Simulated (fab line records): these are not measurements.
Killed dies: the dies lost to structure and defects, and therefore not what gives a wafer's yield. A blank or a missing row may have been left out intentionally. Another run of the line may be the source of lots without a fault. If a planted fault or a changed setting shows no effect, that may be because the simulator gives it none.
Which of the tools did it? | flow nand_harc | 19 lots with 57 wafers sampled at 6 steps, on a route of 1159 steps

## WHAT EACH GAUGE READ, for each wafer
The record lacks any reading of a measuring or inspecting step that a usual standard deviation could be used to judge.

## WHAT TOOL EACH LOT RAN ON (gives the tool, then ch and the chambers of the sampled wafers, and finally the start)
lot  | NHARC_A_STAIRCASE_TRIM_198                    | NHARC_A_STAIRCASE_TRIM_226                    | NHARC_A_STAIRCASE_ETCH_292         | NHARC_A_STAIRCASE_HM_OPEN_460               | NHARC_A_STAIRCASE_ETCH_452       | NHARC_A_STAIRCASE_STRIP_316
L075 | rie_diel-07 ch 0,1,2, day 11 08:11 or earlier | rie_diel-06 ch 0,1, day 11 08:11 or earlier   | rie_diel-07 ch 1,2,3, day 11 08:11 | rie_diel-07 ch 0,1, no start                | rie_diel-07 ch 0,2,3, no start   | rie_diel-06 ch 0,2, no start
L078 | rie_diel-06 ch 0,1,2, day 12 03:41 or earlier | rie_diel-02 ch 0,1,3, day 12 03:41 or earlier | rie_diel-07 ch 0,1,3, day 12 03:41 | rie_diel-07 ch 1,2,3, no start              | rie_diel-07 ch 0,1,3, no start   | rie_diel-02 ch 0,2,3, no start
L077 | rie_diel-06 ch 1,3, day 12 08:11 or earlier   | rie_diel-02 ch 0,1, day 12 08:11 or earlier   | rie_diel-06 ch 0,2,3, day 12 08:11 | rie_diel-06 ch 1,3, no start                | rie_diel-06 ch 2,3, no start     | rie_diel-02 ch 0,1,2, no start
L080 | rie_diel-07 ch 1,2,3, day 12 19:55 or earlier | rie_diel-06 ch 0,1, day 12 19:55 or earlier   | rie_diel-02 ch 0,3, day 12 19:55   | rie_diel-02 ch 0,1, no start                | rie_diel-02 ch 0,1,3, no start   | rie_diel-06 ch 0,1,3, no start
L081 | rie_diel-06 ch 1,2,3, day 13 07:08 or earlier | rie_diel-02 ch 0,1, day 13 07:08 or earlier   | rie_diel-07 ch 0,2,3, day 13 07:08 | rie_diel-07 ch 0,2, no start                | rie_diel-07 ch 0,2,3, no start   | rie_diel-02 ch 0,1,2, no start
L082 | rie_diel-02 ch 1,2,3, day 13 17:33 or earlier | rie_diel-02 ch 0,3, day 13 17:33 or earlier   | rie_diel-07 ch 0,1,3, day 13 17:33 | rie_diel-07 ch 0,1,3, no start              | rie_diel-07 ch 0,1,3, no start   | rie_diel-02 ch 0,1,3, no start
L083 | rie_diel-06 ch 0,2,3, day 13 23:10 or earlier | rie_diel-07 ch 0,1,3, day 13 23:10 or earlier | rie_diel-07 ch 1,2,3, day 13 23:10 | rie_diel-07 ch 0,2,3, no start              | rie_diel-07 ch 0,2,3, no start   | rie_diel-06 ch 1,2,3, no start
L085 | rie_diel-07 ch 0,2,3, day 14 01:04 or earlier | rie_diel-07 ch 0,1,3, day 14 01:04 or earlier | rie_diel-06 ch 0,1,2, day 14 01:04 | rie_diel-06 ch 1,3, no start                | rie_diel-06 ch 0,1, no start     | rie_diel-02 ch 2,3, no start
L084 | rie_diel-06 ch 1,2,3, day 14 02:17 or earlier | rie_diel-06 ch 0,1, day 14 02:17 or earlier   | rie_diel-07 ch 0,1,2, day 14 02:17 | rie_diel-07 ch 0,2,3, no start              | rie_diel-07 ch 1,2, no start     | rie_diel-02 ch 2,3, no start
L086 | rie_diel-06 ch 0,1,3, day 15 01:55 or earlier | rie_diel-07 ch 0,2,3, day 15 01:55 or earlier | rie_diel-07 ch 0,1,3, day 15 01:55 | rie_diel-07 ch 1,3, no start                | rie_diel-07 ch 0,1, no start     | rie_diel-06 ch 0,2,3, no start
L087 | rie_diel-07 ch 0,1,3, day 15 02:18 or earlier | rie_diel-06 ch 0,2,3, day 15 02:18 or earlier | rie_diel-06 ch 0,2,3, day 15 02:18 | rie_diel-06 ch 0,1,3, no start              | rie_diel-06 ch 1,2,3, no start   | rie_diel-07 ch 1,3, no start
L089 | rie_diel-06 ch 0,3, day 15 09:40 or earlier   | rie_diel-06 ch 0,2,3, day 15 09:40 or earlier | rie_diel-07 ch 1,2,3, day 15 09:40 | rie_diel-07 ch 0,1, day 15 10:08 or earlier | rie_diel-06 ch 0,1, day 15 10:08 | rie_diel-07 ch 0,3, no start
L090 | rie_diel-06 ch 1,2, day 15 18:43 or earlier   | rie_diel-02 ch 1,2, day 15 18:43 or earlier   | rie_diel-06 ch 0,1,2, day 15 18:43 | rie_diel-06 ch 0,3, no start                | rie_diel-06 ch 0,1, no start     | rie_diel-07 ch 1,2,3, no start
L091 | rie_diel-02 ch 1,2, day 16 00:44 or earlier   | rie_diel-06 ch 0,2,3, day 16 00:44 or earlier | rie_diel-06 ch 0,1, day 16 00:44   | rie_diel-06 ch 0,1, no start                | rie_diel-06 ch 0,1,2, no start   | rie_diel-02 ch 1,2, no start
L093 | rie_diel-06 ch 1,2,3, day 16 14:55 or earlier | rie_diel-07 ch 0,3, day 16 14:55 or earlier   | rie_diel-07 ch 0,3, day 16 14:55   | rie_diel-07 ch 1,2, no start                | rie_diel-07 ch 0,1,3, no start   | rie_diel-06 ch 0,2,3, no start
L094 | rie_diel-06 ch 2,3, day 16 16:40 or earlier   | rie_diel-06 ch 1,2,3, day 16 16:40 or earlier | rie_diel-07 ch 0,1,3, day 16 16:40 | rie_diel-07 ch 0,1,3, no start              | rie_diel-07 ch 1,2, no start     | rie_diel-07 ch 1,2, no start
L096 | rie_diel-06 ch 1,2, day 17 01:33 or earlier   | rie_diel-06 ch 0,1, day 17 01:33 or earlier   | rie_diel-06 ch 0,1,2, day 17 01:33 | rie_diel-06 ch 1,2,3, no start              | rie_diel-06 ch 1,2, no start     | rie_diel-06 ch 1,2, no start
L095 | rie_diel-02 ch 1,2,3, day 17 03:37 or earlier | rie_diel-06 ch 0,1,2, day 17 03:37 or earlier | rie_diel-07 ch 0,2,3, day 17 03:37 | rie_diel-07 ch 0,1,3, no start              | rie_diel-07 ch 1,2,3, no start   | rie_diel-07 ch 1,2,3, no start
L097 | rie_diel-02 ch 2,3, day 17 21:49 or earlier   | rie_diel-06 ch 1,2, day 17 21:49 or earlier   | rie_diel-02 ch 0,2,3, day 17 21:49 | rie_diel-02 ch 1,2,3, no start              | rie_diel-02 ch 0,2,3, no start   | rie_diel-06 ch 0,3, no start
- NHARC_A_STAIRCASE_TRIM_198: chemistry O2, time 211.2 s.
- NHARC_A_STAIRCASE_TRIM_226: chemistry O2, time 211.2 s.
- NHARC_A_STAIRCASE_ETCH_292: etches the open film in CF4/CHF3.
- NHARC_A_STAIRCASE_HM_OPEN_460: chemistry O2/COS.
- NHARC_A_STAIRCASE_ETCH_452: etches the open film in CF4/O2, target depth 30 nm, overetch 3 nm, time 16.5 s.
- NHARC_A_STAIRCASE_STRIP_316: strips in O2.

## AS READ BY THE TOOLS THEMSELVES (means over the sampled wafers that have a number; for cases with no such wafer, the mark the record gives instead)
NHARC_A_STAIRCASE_TRIM_198. Usual: drypump_motor_current_A 6.1 A, standard deviation 0.35; oes_product_au 1.000 a.u., standard deviation 0.0097; rf_vpp_V 57.8 V, standard deviation 0.94; showerhead_plenum_p_Torr 3.56 Torr, standard deviation 0.13; throttle_valve_pct 17.036 %, standard deviation 0.0085.
lot  | tool        | drypump_motor_current_A (A) | oes_product_au (a.u.) | rf_vpp_V (V) | showerhead_plenum_p_Torr (Torr) | throttle_valve_pct (%) | flag
L075 | rie_diel-07 | 5.9                         | 1.006                 | 58.0         | 3.65                            | 17.047                 |
L078 | rie_diel-06 | 6.3                         | 1.003                 | 57.5         | 3.49                            | 17.043                 |
L077 | rie_diel-06 | 6.0                         | 1.008                 | 57.8         | 3.54                            | 17.040                 |
L080 | rie_diel-07 | 5.7                         | 1.007                 | 58.7         | 3.65                            | 17.034                 |
L081 | rie_diel-06 | 6.2                         | 1.000                 | 57.0         | 3.57                            | 17.045                 |
L082 | rie_diel-02 | 6.3                         | 0.992                 | 57.5         | 3.52                            | 17.034                 |
L083 | rie_diel-06 | 6.2                         | 1.008                 | 57.2         | 3.52                            | 17.038                 |
L085 | rie_diel-07 | 6.0                         | 1.003                 | 58.2         | 3.71                            | 17.034                 |
L084 | rie_diel-06 | 6.1                         | 0.996                 | 57.8         | 3.57                            | 17.033                 |
L086 | rie_diel-06 | 6.1                         | 1.010                 | 57.3         | 3.48                            | 17.036                 |
L087 | rie_diel-07 | 5.7                         | 0.998                 | 58.3         | 3.61                            | 17.040                 |
L089 | rie_diel-06 | 6.0                         | 1.005                 | 57.2         | 3.51                            | 17.036                 |
L090 | rie_diel-06 | 6.3                         | 0.997                 | 57.6         | 3.53                            | 17.036                 |
L091 | rie_diel-02 | 6.4                         | 0.995                 | 57.3         | 3.61                            | 17.032                 |
L093 | rie_diel-06 | 6.2                         | 1.001                 | 57.0         | 3.55                            | 17.030                 |
L094 | rie_diel-06 | 6.0                         | 0.997                 | 59.1         | 3.58                            | 17.042                 |
L096 | rie_diel-06 | 6.4                         | 0.998                 | 57.7         | 3.55                            | 17.031                 |
L095 | rie_diel-02 | 6.3                         | 1.002                 | 58.4         | 3.68                            | 17.040                 |
L097 | rie_diel-02 | 6.1                         | 0.995                 | 57.6         | 3.65                            | 17.023                 |

NHARC_A_STAIRCASE_TRIM_226. Usual: drypump_motor_current_A 6.1 A, standard deviation 0.37; oes_product_au 1.000 a.u., standard deviation 0.012; rf_vpp_V 57.9 V, standard deviation 0.91; showerhead_plenum_p_Torr 3.55 Torr, standard deviation 0.14; throttle_valve_pct 17.037 %, standard deviation 0.0097.
lot  | tool        | drypump_motor_current_A (A) | oes_product_au (a.u.) | rf_vpp_V (V) | showerhead_plenum_p_Torr (Torr) | throttle_valve_pct (%) | flag
L075 | rie_diel-06 | 6.3                         | 1.000                 | 56.9         | 3.47                            | 17.033                 |
L078 | rie_diel-02 | 6.1                         | 0.990                 | 58.3         | 3.41                            | 17.037                 |
L077 | rie_diel-02 | 6.4                         | 0.991                 | 57.9         | 3.54                            | 17.042                 |
L080 | rie_diel-06 | 6.3                         | 1.013                 | 58.2         | 3.46                            | 17.046                 |
L081 | rie_diel-02 | 6.4                         | 0.981                 | 58.5         | 3.54                            | 17.032                 |
L082 | rie_diel-02 | 5.7                         | 0.987                 | 57.0         | 3.27                            | 17.035                 |
L083 | rie_diel-07 | 5.7                         | 1.005                 | 58.1         | 3.62                            | 17.025                 |
L085 | rie_diel-07 | 5.8                         | 1.003                 | 58.8         | 3.62                            | 17.037                 |
L084 | rie_diel-06 | 6.2                         | 1.007                 | 57.3         | 3.45                            | 17.033                 |
L086 | rie_diel-07 | 5.9                         | 0.993                 | 58.9         | 3.70                            | 17.045                 |
L087 | rie_diel-06 | 6.2                         | 1.005                 | 57.5         | 3.51                            | 17.036                 |
L089 | rie_diel-06 | 6.2                         | 1.006                 | 57.4         | 3.51                            | 17.026                 |
L090 | rie_diel-02 | 6.6                         | 1.010                 | 57.7         | 3.64                            | 17.034                 |
L091 | rie_diel-06 | 6.2                         | 0.999                 | 57.4         | 3.50                            | 17.042                 |
L093 | rie_diel-07 | 6.0                         | 1.007                 | 58.3         | 3.66                            | 17.039                 |
L094 | rie_diel-06 | 6.2                         | 0.995                 | 57.5         | 3.55                            | 17.037                 |
L096 | rie_diel-06 | 6.3                         | 1.010                 | 57.6         | 3.44                            | 17.036                 |
L095 | rie_diel-06 | 6.4                         | 1.003                 | 57.5         | 3.47                            | 17.043                 |
L097 | rie_diel-06 | 6.3                         | 1.005                 | 57.6         | 3.52                            | 17.045                 |

NHARC_A_STAIRCASE_ETCH_292. Usual: bias_w 199.9 W, standard deviation 0.57; drypump_motor_current_A 5.9 A, standard deviation 0.39; oes_product_au 0.946 a.u., standard deviation 0.025; rf_vpp_V 371.6 V, standard deviation 2.2; showerhead_plenum_p_Torr 1.60 Torr, standard deviation 0.062; throttle_valve_pct 16.802 %, standard deviation 0.0083.
lot  | tool        | bias_w (W) | drypump_motor_current_A (A) | oes_product_au (a.u.) | rf_vpp_V (V) | showerhead_plenum_p_Torr (Torr) | throttle_valve_pct (%) | flag
L075 | rie_diel-07 | 200.3      | 5.6                         | 0.985                 | 372.1        | 1.63                            | 16.800                 |
L078 | rie_diel-07 | 200.1      | 5.7                         | 0.931                 | 372.1        | 1.62                            | 16.802                 |
L077 | rie_diel-06 | 200.2      | 6.2                         | 0.965                 | 370.7        | 1.57                            | 16.807                 |
L080 | rie_diel-02 | 199.8      | 5.8                         | 0.914                 | 366.1        | 1.46                            | 16.794                 |
L081 | rie_diel-07 | 200.1      | 5.9                         | 0.948                 | 372.5        | 1.65                            | 16.803                 |
L082 | rie_diel-07 | 200.2      | 5.7                         | 0.917                 | 371.7        | 1.61                            | 16.794                 |
L083 | rie_diel-07 | 199.6      | 5.6                         | 0.926                 | 372.0        | 1.63                            | 16.801                 |
L085 | rie_diel-06 | 200.4      | 6.3                         | 0.967                 | 371.4        | 1.55                            | 16.808                 |
L084 | rie_diel-07 | 199.9      | 5.9                         | 0.929                 | 372.1        | 1.63                            | 16.802                 |
L086 | rie_diel-07 | 199.7      | 5.7                         | 0.929                 | 372.1        | 1.61                            | 16.804                 |
L087 | rie_diel-06 | 199.3      | 6.2                         | 0.969                 | 371.2        | 1.56                            | 16.807                 |
L089 | rie_diel-07 | 199.9      | 5.6                         | 0.924                 | 372.0        | 1.62                            | 16.803                 |
L090 | rie_diel-06 | 199.8      | 6.3                         | 0.930                 | 370.1        | 1.55                            | 16.794                 |
L091 | rie_diel-06 | 199.9      | 6.3                         | 0.946                 | 368.7        | 1.51                            | 16.803                 |
L093 | rie_diel-07 | 199.7      | 6.0                         | 0.950                 | 372.3        | 1.63                            | 16.799                 |
L094 | rie_diel-07 | 200.4      | 5.7                         | 0.970                 | 372.3        | 1.60                            | 16.799                 |
L096 | rie_diel-06 | 199.8      | 6.3                         | 0.952                 | 369.2        | 1.55                            | 16.803                 |
L095 | rie_diel-07 | 200.0      | 5.9                         | 0.926                 | 373.1        | 1.64                            | 16.798                 |
L097 | rie_diel-02 | 200.6      | 5.9                         | 0.932                 | 373.5        | 1.66                            | 16.802                 |

NHARC_A_STAIRCASE_HM_OPEN_460. Usual: bias_w 300.0 W, standard deviation 0.94; drypump_motor_current_A 6.0 A, standard deviation 0.4; oes_product_au 1.002 a.u., standard deviation 0.011; rf_vpp_V 468.3 V, standard deviation 2.7; showerhead_plenum_p_Torr 3.18 Torr, standard deviation 0.12; throttle_valve_pct 28.329 %, standard deviation 0.0082.
lot  | tool        | bias_w (W) | drypump_motor_current_A (A) | oes_product_au (a.u.) | rf_vpp_V (V) | showerhead_plenum_p_Torr (Torr) | throttle_valve_pct (%) | flag
L075 | rie_diel-07 | 299.2      | 5.7                         | 1.014                 | 467.8        | 3.16                            | 28.333                 |
L078 | rie_diel-07 | 300.5      | 5.6                         | 1.005                 | 469.8        | 3.23                            | 28.333                 |
L077 | rie_diel-06 | 299.1      | 6.1                         | 0.998                 | 467.2        | 3.14                            | 28.333                 |
L080 | rie_diel-02 | 300.3      | 6.4                         | 0.998                 | 466.8        | 3.13                            | 28.330                 |
L081 | rie_diel-07 | 300.6      | 6.2                         | 1.010                 | 471.0        | 3.28                            | 28.324                 |
L082 | rie_diel-07 | 300.2      | 5.7                         | 1.005                 | 468.5        | 3.20                            | 28.332                 |
L083 | rie_diel-07 | 299.7      | 5.9                         | 0.996                 | 470.0        | 3.28                            | 28.330                 |
L085 | rie_diel-06 | 300.4      | 5.9                         | 0.994                 | 468.5        | 3.15                            | 28.336                 |
L084 | rie_diel-07 | 301.3      | 6.0                         | 0.996                 | 470.1        | 3.28                            | 28.327                 |
L086 | rie_diel-07 | 298.7      | 5.4                         | 0.995                 | 468.0        | 3.14                            | 28.335                 |
L087 | rie_diel-06 | 300.5      | 6.1                         | 1.009                 | 466.2        | 3.08                            | 28.328                 |
L089 | rie_diel-07 | 299.6      | 5.7                         | 1.007                 | 467.7        | 3.14                            | 28.330                 |
L090 | rie_diel-06 | 298.9      | 6.1                         | 1.010                 | 464.8        | 3.03                            | 28.328                 |
L091 | rie_diel-06 | 299.9      | 6.3                         | 1.006                 | 465.4        | 3.05                            | 28.324                 |
L093 | rie_diel-07 | 301.0      | 5.6                         | 1.002                 | 467.8        | 3.16                            | 28.326                 |
L094 | rie_diel-07 | 300.7      | 5.7                         | 1.008                 | 468.5        | 3.18                            | 28.327                 |
L096 | rie_diel-06 | 299.6      | 6.1                         | 1.001                 | 468.1        | 3.14                            | 28.324                 |
L095 | rie_diel-07 | 300.3      | 5.7                         | 1.004                 | 468.8        | 3.18                            | 28.323                 |
L097 | rie_diel-02 | 299.4      | 6.3                         | 1.004                 | 469.5        | 3.25                            | 28.322                 |

NHARC_A_STAIRCASE_ETCH_452. Usual: bias_w 100.1 W, standard deviation 0.3; drypump_motor_current_A 6.0 A, standard deviation 0.39; oes_product_au 1.001 a.u., standard deviation 0.012; rf_vpp_V 198.3 V, standard deviation 1.3; showerhead_plenum_p_Torr 1.36 Torr, standard deviation 0.053; throttle_valve_pct 13.396 %, standard deviation 0.0086.
lot  | tool        | bias_w (W) | drypump_motor_current_A (A) | oes_product_au (a.u.) | rf_vpp_V (V) | showerhead_plenum_p_Torr (Torr) | throttle_valve_pct (%) | flag
L075 | rie_diel-07 | 100.4      | 5.9                         | 0.996                 | 199.1        | 1.41                            | 13.396                 |
L078 | rie_diel-07 | 100.0      | 5.7                         | 1.006                 | 199.3        | 1.37                            | 13.396                 |
L077 | rie_diel-06 | 99.9       | 6.0                         | 0.988                 | 198.7        | 1.36                            | 13.389                 |
L080 | rie_diel-02 | 100.4      | 6.1                         | 0.987                 | 196.8        | 1.29                            | 13.402                 |
L081 | rie_diel-07 | 100.0      | 5.9                         | 0.998                 | 199.3        | 1.41                            | 13.392                 |
L082 | rie_diel-07 | 100.0      | 5.7                         | 1.007                 | 199.5        | 1.37                            | 13.392                 |
L083 | rie_diel-07 | 100.2      | 5.9                         | 1.004                 | 199.1        | 1.40                            | 13.398                 |
L085 | rie_diel-06 | 100.2      | 6.3                         | 1.004                 | 196.5        | 1.31                            | 13.387                 |
L084 | rie_diel-07 | 100.1      | 5.8                         | 1.002                 | 198.2        | 1.39                            | 13.388                 |
L086 | rie_diel-07 | 99.9       | 6.0                         | 1.012                 | 198.6        | 1.37                            | 13.389                 |
L087 | rie_diel-06 | 100.0      | 6.2                         | 1.003                 | 198.3        | 1.35                            | 13.399                 |
L089 | rie_diel-06 | 100.0      | 6.3                         | 1.013                 | 196.4        | 1.29                            | 13.397                 |
L090 | rie_diel-06 | 100.0      | 6.2                         | 1.018                 | 197.6        | 1.30                            | 13.388                 |
L091 | rie_diel-06 | 100.1      | 6.3                         | 1.009                 | 197.0        | 1.31                            | 13.397                 |
L093 | rie_diel-07 | 100.1      | 5.7                         | 1.005                 | 199.1        | 1.36                            | 13.401                 |
L094 | rie_diel-07 | 99.9       | 5.8                         | 0.999                 | 198.5        | 1.38                            | 13.404                 |
L096 | rie_diel-06 | 99.7       | 6.3                         | 0.994                 | 198.4        | 1.33                            | 13.393                 |
L095 | rie_diel-07 | 99.9       | 5.6                         | 1.001                 | 199.0        | 1.37                            | 13.400                 |
L097 | rie_diel-02 | 100.2      | 5.9                         | 0.983                 | 199.5        | 1.41                            | 13.400                 |

NHARC_A_STAIRCASE_STRIP_316. Usual: drypump_motor_current_A 6.1 A, standard deviation 0.38; oes_product_au 0.999 a.u., standard deviation 0.011; rf_vpp_V 57.9 V, standard deviation 0.93; showerhead_plenum_p_Torr 3.56 Torr, standard deviation 0.15; throttle_valve_pct 17.037 %, standard deviation 0.009.
lot  | tool        | drypump_motor_current_A (A) | oes_product_au (a.u.) | rf_vpp_V (V) | showerhead_plenum_p_Torr (Torr) | throttle_valve_pct (%) | flag
L075 | rie_diel-06 | 6.4                         | 0.994                 | 57.4         | 3.45                            | 17.040                 |
L078 | rie_diel-02 | 5.9                         | 0.992                 | 57.6         | 3.39                            | 17.033                 |
L077 | rie_diel-02 | 6.2                         | 0.994                 | 57.6         | 3.52                            | 17.038                 |
L080 | rie_diel-06 | 6.1                         | 1.002                 | 58.9         | 3.49                            | 17.037                 |
L081 | rie_diel-02 | 6.2                         | 0.995                 | 57.1         | 3.51                            | 17.029                 |
L082 | rie_diel-02 | 6.1                         | 0.986                 | 57.4         | 3.40                            | 17.039                 |
L083 | rie_diel-06 | 6.1                         | 0.990                 | 58.5         | 3.56                            | 17.042                 |
L085 | rie_diel-02 | 6.1                         | 0.990                 | 58.2         | 3.49                            | 17.037                 |
L084 | rie_diel-02 | 6.0                         | 0.989                 | 57.1         | 3.38                            | 17.035                 |
L086 | rie_diel-06 | 6.2                         | 1.004                 | 57.4         | 3.51                            | 17.038                 |
L087 | rie_diel-07 | 5.4                         | 1.003                 | 57.4         | 3.54                            | 17.039                 |
L089 | rie_diel-07 | 6.0                         | 0.991                 | 58.2         | 3.67                            | 17.040                 |
L090 | rie_diel-07 | 5.6                         | 0.999                 | 58.1         | 3.63                            | 17.044                 |
L091 | rie_diel-02 | 6.4                         | 1.007                 | 57.2         | 3.61                            | 17.030                 |
L093 | rie_diel-06 | 6.1                         | 1.000                 | 57.3         | 3.50                            | 17.035                 |
L094 | rie_diel-07 | 5.8                         | 1.000                 | 57.8         | 3.65                            | 17.038                 |
L096 | rie_diel-06 | 6.3                         | 0.990                 | 57.9         | 3.54                            | 17.037                 |
L095 | rie_diel-07 | 5.7                         | 1.010                 | 57.0         | 3.62                            | 17.036                 |
L097 | rie_diel-06 | 5.9                         | 0.999                 | 57.2         | 3.50                            | 17.037                 |

## THE ANSWER, worked out from the rows above alone
Rule: a lot counts as off when the mean over its wafers that have a number is more than 3 standard deviations away from the usual mean. A lot without any number at a reading at which 4 lots or more have one is off too. All remaining lots with rows at the step are treated as sound. First the gauges in route order, then the tools' own readings, where a lot's mean is used as printed above. At the first step where some lot is off, the reading lying furthest off is the one used; lots without a number count as furthest.
No lot is off on any of the readings shown, so nothing can be concluded from this.

## WHAT THE SIMULATOR HAD PUT IN
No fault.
